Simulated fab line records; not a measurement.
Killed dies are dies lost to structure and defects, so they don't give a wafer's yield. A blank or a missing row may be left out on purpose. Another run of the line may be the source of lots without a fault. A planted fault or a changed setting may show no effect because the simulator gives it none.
Struck lot and sound lot, side by side || flow nand harc || 14 out of 1302 route steps
Sound: the wafers L684.1, L684.2, L684.4. Struck: wafer L688.2. (L688.3, L688.5 of the same lot were not struck and are left out.) The cause comes at the end.
Order at every step that has rows: each side's tool, ch and its chambers, its first start. Under that, the readings that differ: sound wafers || struck wafers || difference of the means || sigmas: that difference in standard deviations of wafers without a fault.
alike: words and numbers the same on both sides, and readings whose means are apart by under 2 such deviations; not compared: readings that were withheld, readings missing a value for some wafer, numbers with overlapping values and no deviation given by the record, and bounds like >300 which may hide the same value.
The two part at a step that has a row with sigmas, a row that says differs or no value, or rows on one side only. Numbers that don't overlap but have no deviation are shown without sigmas and don't part them. A reading that every wafer of one side lacks parts them only if that side has two wafers or more.

first, 9 steps without rows for these wafers: NHARC_A_STAIRCASE_DEHYDRATE_158 (time 120 s); NHARC_A_STAIRCASE_HMDS_159 (time 30 s); NHARC_A_STAIRCASE_COAT_160; NHARC_A_STAIRCASE_SOFTBAKE_161 (time 170 s); NHARC_A_STAIRCASE_EBR_162; NHARC_A_STAIRCASE_EXPOSE_163 (exposes mask STAIR OPEN); NHARC_A_STAIRCASE_PEB_164 (peb time 130 s); NHARC_A_STAIRCASE_DEVELOP_165 (time 140 s); NHARC_A_STAIRCASE_HARDBAKE_167 (time 140 s).
NHARC_A_STAIRCASE_DESCUM_168: chemistry O2, time 3 s.
  sound on rie diel-02 ch 0,2,3, day 18 22:52; struck on rie diel-02 ch 0, day 20 07:29
{"reading": "rf hours counter h (h)", "sound": "11 9 10", "struck": 19, "difference": "+9", "sigmas": ""}
  alike: drypump motor current A, o2 flow sccm, oes product au, rf vpp V, showerhead plenum p Torr, throttle valve pct
NHARC_A_STAIRCASE_ETCH_169: etches the open film in CH3F/O2, target depth 50 nm, time 107.1 s.
  sound on rie diel-02 ch 1,2,3, day 18 22:56; struck on rie diel-02 ch 3, day 20 07:46
{"reading": "rf hours counter h (h)", "sound": "11 9 8", "struck": 21, "difference": "+12", "sigmas": ""}
  alike: drypump motor current A, o2 flow sccm, oes product au, rf vpp V, run length s, showerhead plenum p Torr, throttle valve pct
NHARC_A_STAIRCASE_ETCH_170: etches the open film in C4F6/O2, target depth 200 nm, time 66.667 s.
  sound on rie diel-02 ch 0,2,3, day 18 23:03; struck on rie diel-02 ch 1, day 20 07:54
{"reading": "run length s (s)", "sound": "88.0 87.6 87.7", "struck": 130.1, "difference": "+42.3", "sigmas": "+99 or more"}
  alike: drypump motor current A, o2 flow sccm, oes product au, rf vpp V, showerhead plenum p Torr, throttle valve pct
  not compared: rf hours counter h
NHARC_A_STAIRCASE_STRIP_171: strips in O2.
  sound on plasma asher-01 ch 0,1, day 18 23:17; struck on plasma asher-01 ch 0, day 20 08:05
  alike: drypump motor current A, heater power w, temp c
  not compared: rf hours counter h
NHARC_END_SORT_01:
  the record has rows for the sound wafers here (prober-01 ch 0, day 27 20:34) and none for the struck ones

## WHERE THEY PART
At NHARC_A_STAIRCASE_ETCH_170 first; at NHARC_END_SORT_01 last (within this record only).

WHY: the cause the simulator had injected
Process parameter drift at NHARC_A_STAIRCASE_ETCH_170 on rie diel-02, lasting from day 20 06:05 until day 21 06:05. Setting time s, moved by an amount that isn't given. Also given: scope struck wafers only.
